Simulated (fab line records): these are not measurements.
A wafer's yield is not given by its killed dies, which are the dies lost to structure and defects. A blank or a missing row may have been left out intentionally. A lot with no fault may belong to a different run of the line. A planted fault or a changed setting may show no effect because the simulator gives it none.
Problem report, 8D (eight disciplines) form, completed by code | flow n5_finfet | the parts of the form that need people (team, actions taken, sign-off) are left out

1. PROBLEM STATEMENT
spin_speed_rpm at N5_BEOL_M5_COAT_60 reads a mean of 879.4 rpm on 6 wafers of 2 lots; wafers without a fault read 1500.1 rpm with a standard deviation of 0.94. That is -99 or more standard deviations from the usual mean.
The step: time 60 s, resist thk 12 nm.
Earliest sighting: wafer L278.2 on litho_track-05 at day 10 06:17. The record has a number at this step for 32 wafers belonging to 11 lots. Rule for "out", or "out of limits": more than 4 standard deviations from the usual mean. The other wafers with a number count as sound.

2. WHAT THIS IS AND IS NOT
question                    | is                     | is not
which readings at this step | spin_speed_rpm         | heater_power_total_W
which lots                  | L277, L278             | L267, L268, L269, L281, L282, L285, L286, L288, L289
which wafers of those lots  | all that have a number | -
read on which tools         | litho_track-05         | litho_track-01, litho_track-03
when                        | from day 10 06:17      | up to then (8 sound wafers); but 18 sound wafers of L281, L282, L285, L286, L288, L289 came after

3. SUSPECTS, AND WHAT RULES EACH OUT
Counting: a tool stays on the suspect list if, at a process step up to the reading, it processed all lots that are out and no sound lot following the first of them.
- cvd_co-01 at N5_BEOL_M4_CO_CAP_55 (material Co, precursor CCTBA/H2, target thk 2 nm, time 102.1 s): ruled out as a lasting fault. Sound lots L282, L281, L289, L288 ran on it after its first lot that is out, L278 (day 10 03:41).
- litho_track-05 at N5_BEOL_M5_COAT_60 (time 60 s, resist thk 12 nm): ruled out as a lasting fault. Sound lots L286, L289 ran on it after its first lot that is out, L278 (day 10 06:17).
Left after counting: nothing in the record.

4. THE CAUSE (what the simulator had put in)
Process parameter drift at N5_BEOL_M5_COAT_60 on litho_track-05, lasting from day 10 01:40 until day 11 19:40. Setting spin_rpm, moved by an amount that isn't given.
Counting ruled it out, wrongly.

5. THE CHAIN OF EFFECTS, in route order
Each row: a reading whose mean over the struck wafers that have a number lies more than 3 standard deviations from the usual. Scope: only readings with a usual standard deviation given in the record; hours: median across lots of the time from each lot's start at the first step in this table that gives one to its start at this step; sigmas: change in usual standard deviations.
hours | step               | reading           | usual      | on struck wafers | change | sigmas
0     | N5_BEOL_M5_COAT_60 | spin_speed_rpm    | 1500.1 rpm | 879.4            | -620.7 | -99 or more
0     | N5_BEOL_M5_ETCH_61 | etch_rf_on_time_s | 26.1 s     | 33.9             | +7.8   | +13
The process steps in it:
- N5_BEOL_M5_COAT_60: time 60 s, resist thk 12 nm.
- N5_BEOL_M5_ETCH_61: etches SiARC in CF4, target depth 15.6 nm, time 26 s.

6. HOW IT WOULD HAVE BEEN CAUGHT EARLIER
5 hours passed between the start of the fault at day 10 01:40 and the first reading out of limits in this record, taken at day 10 06:17.
